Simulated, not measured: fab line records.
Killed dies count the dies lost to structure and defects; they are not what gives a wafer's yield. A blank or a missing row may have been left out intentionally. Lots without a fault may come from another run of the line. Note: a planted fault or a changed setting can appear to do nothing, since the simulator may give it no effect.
Which tool did it? + flow n5_finfet + route of 1938 steps, sampled at 1 step: 12 lots, 36 wafers

== WHAT THE GAUGES READ, wafer by wafer ==
N5_PMOS_HMC_CHANNEL_EPI_INSPECT_11: inspects for defects (macro).
| lot  | measured    | on                | raw_defect_count |
|------|-------------|-------------------|------------------|
| L075 | day 1 23:43 | defect_inspect-01 | 1 5 4            |
| L077 | day 2 13:02 | defect_inspect-02 | 0 2 1            |
| L079 | day 2 23:51 | defect_inspect-02 | 3 2 2            |
| L081 | day 3 11:40 | defect_inspect-02 | 0 0 4            |
| L083 | day 3 23:50 | defect_inspect-02 | 5 5 0            |
| L085 | day 4 12:01 | defect_inspect-01 | 2 1 1            |
| L087 | day 4 23:01 | defect_inspect-01 | 2 0 6            |
| L089 | day 5 11:42 | defect_inspect-02 | 1 3 1            |
| L091 | day 5 23:22 | defect_inspect-01 | 0 2 5            |
| L093 | day 6 11:03 | defect_inspect-01 | 1 1 2            |
| L095 | day 6 23:17 | defect_inspect-01 | 4 2 1            |
| L097 | day 7 11:32 | defect_inspect-01 | 0 2 0            |

== EACH LOT AND THE TOOL THAT RAN IT (in order: tool; ch and the chambers of the sampled wafers; start) ==
Before these readings, the record contains no process step.

== THE ANSWER, worked out from the rows above alone ==
Rule: the usual values come from the lots themselves. Put in order of their means at a reading, lots are off if they are a third of the lots or fewer, leave a main group of 4 or more, and stand apart from it by a gap of 3 or more times the standard deviation of the main group's means; of several such gaps the widest counts. A main group whose means are all the same, to the digits that the tables above print for the reading, isn't used. Also off: a lot with no number at a reading for which 4 or more lots have one. All remaining lots with rows at the step are treated as sound.
No lot is off at any reading shown: from this, nothing can be told.

== WHAT THE SIMULATOR PUT IN ==
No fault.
